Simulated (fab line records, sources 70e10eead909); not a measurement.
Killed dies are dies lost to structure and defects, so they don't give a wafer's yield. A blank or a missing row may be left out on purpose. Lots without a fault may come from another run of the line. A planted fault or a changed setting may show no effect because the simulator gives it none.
A struck lot beside a sound one | flow nand_harc | 27 steps out of a route of 1302
Sound: wafers L963.2, L963.3, L963.4. Struck: wafer L954.4. (L954.1, L954.6 of the same lot were not struck and are left out.) The cause comes at the end.
At each step with rows: each side's tool, then ch and its chambers, then its first start. Under that, the readings that differ: sound wafers | struck wafers | difference of the means | sigmas: that difference in standard deviations of wafers without a fault.
alike: readings whose means differ by less than 2 such deviations, and words and numbers that are the same on both sides. not compared: withheld readings, readings that some wafer has no value for, bounds like >300 that may hide the same value, and numbers for which the record gives no deviation and whose values overlap.
The two part at a step that has a row with sigmas, a row that says differs or no value, or rows on one side only. Numbers that don't overlap but have no deviation are shown without sigmas and don't part them. A reading that every wafer of one side lacks parts them only if that side has two wafers or more.

first, 1 step without rows for these wafers: NHARC_P_ZERO_WELL_SRD_69.
NHARC_P_ZERO_WELL_RTA_42: time 300 s.
  sound on rtp_anneal-02 ch 0, day 10 01:21; struck on rtp_anneal-01 ch 0, day 6 06:44
  reading             | sound                | struck | difference | sigmas
  lamp_power_pct (%)  | 40.8 40.8 40.8       | 36.3   | -4.5       | -2
  lamp_zone_4_pct (%) | 40.8 40.8 40.7       | 36.2   | -4.6       | -2
  lamp_zone_6_pct (%) | 40.7 40.8 40.9       | 36.2   | -4.6       | -2
  wafer_temp_C_max    | 1104.3 1105.2 1104.1 | 1109.6 | +5.1       | +2
NHARC_P_ZERO_WELL_INSPECT_43:
  sound on defect_inspect-02, day 10 01:55; struck on defect_inspect-01, day 6 07:25
  reading          | sound    | struck | difference | sigmas
  raw_defect_count | 13 18 15 | 37     | +22        | +3
then, 9 steps without rows for these wafers: NHARC_P_STI_ETCH_26 (etches SiO2 in dHF, target depth 11 nm); NHARC_P_STI_PRECLEAN_27 (cleans in SC1); NHARC_P_STI_SRD_28; NHARC_P_STI_OXIDE_29 (material SiO2, target thk 10 nm, ox time 1362 s); NHARC_P_STI_HM_DEP_30 (deposits Si3N4, target thk 80 nm, time 873 s); NHARC_P_STI_DEHYDRATE_01 (time 120 s); NHARC_P_STI_HMDS_02 (time 30 s); NHARC_P_STI_COAT_41 (time 65 s); NHARC_P_STI_COAT_03 (resist thk 600 nm).
NHARC_P_STI_SOFTBAKE_04: time 70 s.
  sound on litho_track-03 ch 0, day 10 22:00; struck on litho_track-02 ch 0, day 6 23:00
  reading                  | sound             | struck | difference | sigmas
  heater_power_total_W (W) | 201.0 198.8 199.4 | 247.3  | +47.6      | +37
  alike: exhaust_pa
then, 4 steps without rows for these wafers: NHARC_P_STI_EBR_05; NHARC_P_STI_EXPOSE_06 (exposes mask P STI, target cd 200 nm); NHARC_P_STI_PEB_07 (peb time 80 s); NHARC_P_STI_DEVELOP_08 (time 50 s).
NHARC_P_STI_CD_MEAS_09: target cd 200 nm.
  sound on cd_sem-01 ch 0, day 10 22:34; struck on cd_sem-01 ch 0, day 7 00:17
  alike: cd_nm
NHARC_P_STI_OVL_MEAS_10:
  sound on overlay-02, day 10 22:38; struck on overlay-02, day 7 00:22
  alike: overlay_x_nm, overlay_y_nm
NHARC_P_STI_INSPECT_11:
  sound on defect_inspect-01, day 10 22:41; struck on defect_inspect-01, day 7 00:24
  alike: raw_defect_count
then, 1 step without rows for these wafers: NHARC_P_STI_HARDBAKE_13 (time 65 s).
NHARC_P_STI_DESCUM_14: chemistry O2, time 3 s.
  sound on rie_diel-02 ch 1,2,3, day 10 22:49; struck on rie_diel-13 ch 0, day 7 00:32
  reading                         | sound             | struck | difference | sigmas
  drypump_motor_current_A (A)     | 5.3 5.6 5.4       | 6.5    | +1.1       | +2
  rf_hours_counter_h (h)          | 0 0 0             | 10     | +10        |
  showerhead_plenum_p_Torr (Torr) | 1.91 2.06 2.00    | 1.83   | -0.16      | -2
  model.P_STI.cd_nm (nm)          | 196.6 196.3 199.1 | 193.5  | -3.8       |
  alike: mfc_ar_sccm, o2_flow_sccm, oes_product_au, rf_vpp_V, throttle_valve_pct
NHARC_P_STI_ETCH_42: etches the open film in N2/H2, target depth 80 nm, overetch 24 nm, time 61 s.
  sound on rie_diel-02 ch 0,1,3, day 10 22:55; struck on rie_diel-13 ch 0, day 7 00:38
  reading                | sound | struck | difference | sigmas
  rf_hours_counter_h (h) | 0 0 0 | 10     | +10        |
  alike: drypump_motor_current_A, mfc_ar_sccm, oes_product_au, rf_vpp_V, showerhead_plenum_p_Torr, throttle_valve_pct
NHARC_P_STI_ETCH_31: etches the open film in CF4/CHF3, target depth 108.9 nm, time 54.5 s.
  sound on rie_diel-02 ch 0,2,3; struck on rie_diel-13 ch 0
  reading                | sound | struck | difference | sigmas
  rf_hours_counter_h (h) | 0 0 0 | 10     | +10        |
  alike: drypump_motor_current_A, mfc_ar_sccm, oes_product_au, rf_vpp_V, showerhead_plenum_p_Torr, throttle_valve_pct
NHARC_P_STI_ETCH_15: etches the open film in HBr/Cl2, target depth 300 nm, time 100.1 s.
  sound on rie_si-04 ch 1,2,3, day 10 23:05; struck on rie_si-04 ch 3, day 7 00:50
  reading                | sound             | struck | difference | sigmas
  rf_hours_counter_h (h) | 0.5 0.5 0.3       | 1.1    | +0.7       |
  model.P_STI.cd_nm (nm) | 196.6 196.5 199.7 | 193    | -5         |
  alike: drypump_motor_current_A, hbr_flow_sccm, oes_product_au, throttle_valve_pct
NHARC_P_STI_CD_MEAS_16:
  sound on cd_sem-02, day 10 23:16; struck on cd_sem-02, day 7 00:58
  reading    | sound             | struck | difference | sigmas
  cd_nm (nm) | 196.3 196.5 199.4 | 193.1  | -4.3       | -2
then, 1 step without rows for these wafers: NHARC_END_SORT_01.

WHERE THEY PART
First at NHARC_P_ZERO_WELL_RTA_42; last, within this record, at NHARC_P_STI_CD_MEAS_16.

WHY: what the simulator had put in
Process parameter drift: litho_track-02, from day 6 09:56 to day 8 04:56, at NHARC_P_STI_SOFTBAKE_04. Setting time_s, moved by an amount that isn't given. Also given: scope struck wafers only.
